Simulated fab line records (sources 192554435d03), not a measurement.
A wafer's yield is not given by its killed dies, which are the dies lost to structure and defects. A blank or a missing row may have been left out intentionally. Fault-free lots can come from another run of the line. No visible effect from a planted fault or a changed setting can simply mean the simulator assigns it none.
Chamber matching    flow n5 finfet    4 sister chambers for N5_BEOL_M13_VIA_ETCH_16 on rie diel-01
The step etches SiOC in C4F8/O2/Ar, target depth 921.7 nm. 16 wafers are shown with their chamber, then 8 later ones without.

## WAFERS, EACH WITH ITS CHAMBER
wafer   chamber  showerhead plenum p Torr (Torr)  throttle valve pct (%)  drypump motor current A (A)
L077.1  0        3.56                             24.0                    5.3
L077.3  1        3.30                             24.8                    5.1
L077.6  1        3.30                             24.8                    5.1
L080.3  2        3.30                             23.9                    5.5
L080.4  1        3.29                             24.8                    5.1
L080.5  0        3.56                             24.0                    5.4
L084.1  3        3.50                             24.0                    5.6
L084.4  2        3.29                             23.9                    5.5
L084.6  0        3.56                             24.0                    5.4
L087.1  3        3.49                             24.0                    5.6
L087.2  2        3.29                             23.9                    5.5
L087.4  1        3.29                             24.9                    5.1
L085.1  1        3.29                             24.8                    5.1
L085.4  3        3.49                             24.0                    5.6
L085.6  2        3.29                             23.9                    5.5
L089.2  2        3.28                             24.0                    5.5

SIGNATURES, as means of the wafers listed above
reading                   chamber 0  chamber 1  chamber 2  chamber 3  scatter within a chamber
showerhead plenum p Torr  3.5600     3.2940     3.2900     3.4933     0.00568
throttle valve pct        24.000     24.820     23.920     24.000     0.0365
drypump motor current A   5.367      5.100      5.500      5.600      0.0236
Rule: for each reading, subtract the chamber's mean from the wafer's reading, divide by that reading's scatter and square the result; add these up over the readings and take the root, which gives the wafer's distance from the chamber. If the next closest chamber is less than 2 further off than the closest, the wafer can't be placed; otherwise it belongs to the closest. The scatter: the root of (the sum of the squares of (reading less its chamber's mean) over the shown wafers, divided by (wafers less chambers)).

## WAFERS WITH NO CHAMBER GIVEN
wafer   showerhead plenum p Torr (Torr)  throttle valve pct (%)  drypump motor current A (A)
L089.3  3.28                             24.8                    5.1
L089.6  3.28                             23.9                    5.5
L093.1  3.28                             23.9                    5.5
L093.5  3.28                             24.9                    5.1
L093.6  3.28                             23.9                    5.5
L095.1  3.54                             24.0                    5.4
L095.2  3.28                             24.9                    5.1
L095.4  3.28                             23.9                    5.5

## EACH ONE'S CHAMBER
wafer   from the rows above  in truth
L089.3  1                    1
L089.6  2                    2
L093.1  2                    2
L093.5  1                    1
L093.6  2                    2
L095.1  0                    0
L095.2  1                    1
L095.4  2                    2
Correctly placed: 8 of 8. Not placeable from these rows: 0. 0 placed wrongly.
